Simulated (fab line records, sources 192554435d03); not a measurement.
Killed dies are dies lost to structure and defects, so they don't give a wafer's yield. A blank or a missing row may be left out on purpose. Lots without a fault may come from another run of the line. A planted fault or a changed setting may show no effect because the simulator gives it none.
Which tool did it? | flow n5_finfet | 11 lots, 31 wafers sampled, at 3 steps of a route of 1938

WHAT THE GAUGES READ, wafer by wafer
N5_BEOL_M6_CD_MEAS_35: target cd 40 nm, target cd y 28 nm.
lot  | measured     | on        | cd_nm (nm)
L447 | day 8 23:56  | cd_sem-03 | 39.9 39.8 39.2
L446 | day 9 05:44  | cd_sem-01 | 39.1 39.3 38.1
L449 | day 9 09:43  | cd_sem-03 | 39.7 40.0 40.0
L450 | day 9 11:26  | cd_sem-03 | 39.6 40.0 38.6
L452 | day 10 00:15 | cd_sem-01 | 40.4 40.3 40.4
L451 | day 10 02:08 | cd_sem-03 | 41.3 39.7 40.2
L453 | day 10 10:02 | cd_sem-01 | 39.4 38.0 38.4
L459 | day 12 05:38 | cd_sem-03 | 38.7 39.6 38.6
L460 | day 12 12:58 | cd_sem-03 | 39.3 38.8
L461 | day 12 20:03 | cd_sem-03 | 39.2 39.7
L464 | day 12 21:41 | cd_sem-02 | 39.6 39.3 38.4

WHICH TOOL RAN EACH LOT (tool, then ch and the chambers of the sampled wafers, then the start)
lot  | N5_BEOL_M6_VIA_ETCH_34             | N5_BEOL_M6_ETCH_41
L447 | rie_diel-06 ch 1,2, day 8 23:32    | rie_diel-06 ch 1,2, day 8 23:56 or earlier
L446 | rie_diel-01 ch 0,2,3, day 9 05:20  | rie_diel-01 ch 0,2,3, day 9 05:44 or earlier
L449 | rie_diel-01 ch 1,2,3, day 9 09:19  | rie_diel-01 ch 1,2,3, day 9 09:43 or earlier
L450 | rie_diel-06 ch 1,2, day 9 11:02    | rie_diel-06 ch 1,2, day 9 11:26 or earlier
L452 | rie_diel-06 ch 1,3, day 9 23:51    | rie_diel-06 ch 1,3, day 10 00:15 or earlier
L451 | rie_diel-01 ch 0,2,3, day 10 01:44 | rie_diel-01 ch 0,2,3, day 10 02:08 or earlier
L453 | rie_diel-06 ch 0,1, day 10 09:38   | rie_diel-06 ch 0,1, day 10 10:02 or earlier
L459 | rie_diel-06 ch 1,2,3, day 12 05:13 | rie_diel-06 ch 1,2,3, day 12 05:38 or earlier
L460 | rie_diel-06 ch 2,3, day 12 12:34   | rie_diel-06 ch 2,3, day 12 12:58 or earlier
L461 | rie_diel-06 ch 1,3, day 12 19:39   | rie_diel-06 ch 1,3, day 12 20:03 or earlier
L464 | rie_diel-03 ch 1,2,3, day 12 21:19 | rie_diel-03 ch 1,2,3, day 12 21:41 or earlier
- N5_BEOL_M6_VIA_ETCH_34: etches SiCOH lowk in C4F6/O2, target depth 126.3 nm, time 50.9 s.
- N5_BEOL_M6_ETCH_41: etches SiCN in CH3F/O2, target depth 29.7 nm, time 52 s.

WHAT THE TOOLS THEMSELVES READ (means of the sampled wafers that have a number; where no wafer has one, the mark that the record gives instead)
N5_BEOL_M6_VIA_ETCH_34.
lot  | tool        | drypump_motor_current_A (A) | oes_f_703_au (a.u.) | oes_product_au (a.u.) | rf_vpp_V (V) | run_length_s (s) | showerhead_plenum_p_Torr (Torr) | throttle_valve_pct (%)
L447 | rie_diel-06 | 5.3                         | 0.78                | 0.80                  | 676          | 74.8             | 2.83                            | 20.95
L446 | rie_diel-01 | 5.8                         | 0.79                | 0.78                  | 666          | 74.7             | 2.93                            | 20.94
L449 | rie_diel-01 | 5.8                         | 0.85                | 0.85                  | 662          | 74.5             | 2.92                            | 20.84
L450 | rie_diel-06 | 5.3                         | 0.77                | 0.79                  | 676          | 74.6             | 2.83                            | 20.97
L452 | rie_diel-06 | 5.2                         | 0.77                | 0.78                  | 677          | 74.8             | 2.84                            | 20.82
L451 | rie_diel-01 | 5.8                         | 0.77                | 0.77                  | 666          | 74.5             | 2.92                            | 20.96
L453 | rie_diel-06 | 5.2                         | 0.74                | 0.76                  | 669          | 74.8             | 2.90                            | 21.02
L459 | rie_diel-06 | 5.2                         | 0.76                | 0.77                  | 675          | 77.0             | 2.78                            | 20.84
L460 | rie_diel-06 | 5.1                         | 0.78                | 0.79                  | 674          | 81.2             | 2.74                            | 20.75
L461 | rie_diel-06 | 5.2                         | 0.76                | 0.77                  | 676          | 81.1             | 2.81                            | 20.77
L464 | rie_diel-03 | 5.4                         | 0.76                | 0.77                  | 667          | 74.8             | 2.78                            | 20.92

N5_BEOL_M6_ETCH_41.
lot  | tool        | CH3F_flow_sccm (sccm) | drypump_motor_current_A (A) | oes_product_au (a.u.) | rf_vpp_V (V) | run_length_s (s) | showerhead_plenum_p_Torr (Torr) | throttle_valve_pct (%)
L447 | rie_diel-06 | 30.03                 | 5.3                         | 0.79                  | 297.1        | 76.0             | 2.00                            | 16.35
L446 | rie_diel-01 | 30.07                 | 5.8                         | 0.78                  | 298.0        | 75.5             | 2.06                            | 16.39
L449 | rie_diel-01 | 29.99                 | 5.8                         | 0.85                  | 298.3        | 75.5             | 2.06                            | 16.24
L450 | rie_diel-06 | 29.94                 | 5.3                         | 0.79                  | 296.9        | 76.1             | 1.99                            | 16.36
L452 | rie_diel-06 | 30.02                 | 5.2                         | 0.79                  | 297.2        | 75.7             | 1.99                            | 16.22
L451 | rie_diel-01 | 30.05                 | 5.7                         | 0.77                  | 298.1        | 75.7             | 2.06                            | 16.41
L453 | rie_diel-06 | 29.99                 | 5.2                         | 0.76                  | 298.3        | 75.9             | 2.03                            | 16.43
L459 | rie_diel-06 | 29.84                 | 5.2                         | 0.77                  | 296.3        | 75.8             | 1.95                            | 16.28
L460 | rie_diel-06 | 29.99                 | 5.1                         | 0.78                  | 294.3        | 75.8             | 1.92                            | 16.21
L461 | rie_diel-06 | 29.86                 | 5.2                         | 0.76                  | 296.1        | 75.5             | 1.97                            | 16.20
L464 | rie_diel-03 | 29.95                 | 5.4                         | 0.77                  | 296.3        | 75.8             | 1.95                            | 16.34

THE ANSWER, worked out from the rows above alone
Rule: what is usual is taken from the lots themselves. Put in order of their means at a reading, lots are off if they are a third of the lots or fewer, leave a main group of 4 or more, and stand apart from it by a gap of 3 or more times the standard deviation of the main group's means; of several such gaps the widest counts. A main group whose means are all the same, to the digits that the tables above print for the reading, isn't used. A lot without any number at a reading at which 4 lots or more have one is off too. The other lots that the step has rows for count as sound. The gauges are gone through in route order, then the tools' own readings, and for those a lot's mean is taken as printed above. The first step at which some lot is off is used, and at that step the reading that is off furthest; a lot without a number counts as furthest.
Off: L459, L460, L461, at N5_BEOL_M6_VIA_ETCH_34 (run_length_s). The main group: mean 74.7 s, standard deviation 0.13.
A tool fits if, at that step or a process step before it, it ran every lot that is off, and no sound lot after the first of them. One fits: rie_diel-06 at N5_BEOL_M6_VIA_ETCH_34. Its last sound lot is L453 (day 10 09:38), its first lot that is off L459 (day 12 05:13): a fault that began between those two fits.
The tool's own readings at N5_BEOL_M6_VIA_ETCH_34 bear it out: on the lots that are off they differ by more than 5 times the standard deviation of the sound lots' means. run_length_s reads 79.8 s there against 74.7 s on the sound lots.

WHAT THE SIMULATOR HAD PUT IN
Process parameter drift: rie_diel-06, from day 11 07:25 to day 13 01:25, at N5_BEOL_M6_VIA_ETCH_34. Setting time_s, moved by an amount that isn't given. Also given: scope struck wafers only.
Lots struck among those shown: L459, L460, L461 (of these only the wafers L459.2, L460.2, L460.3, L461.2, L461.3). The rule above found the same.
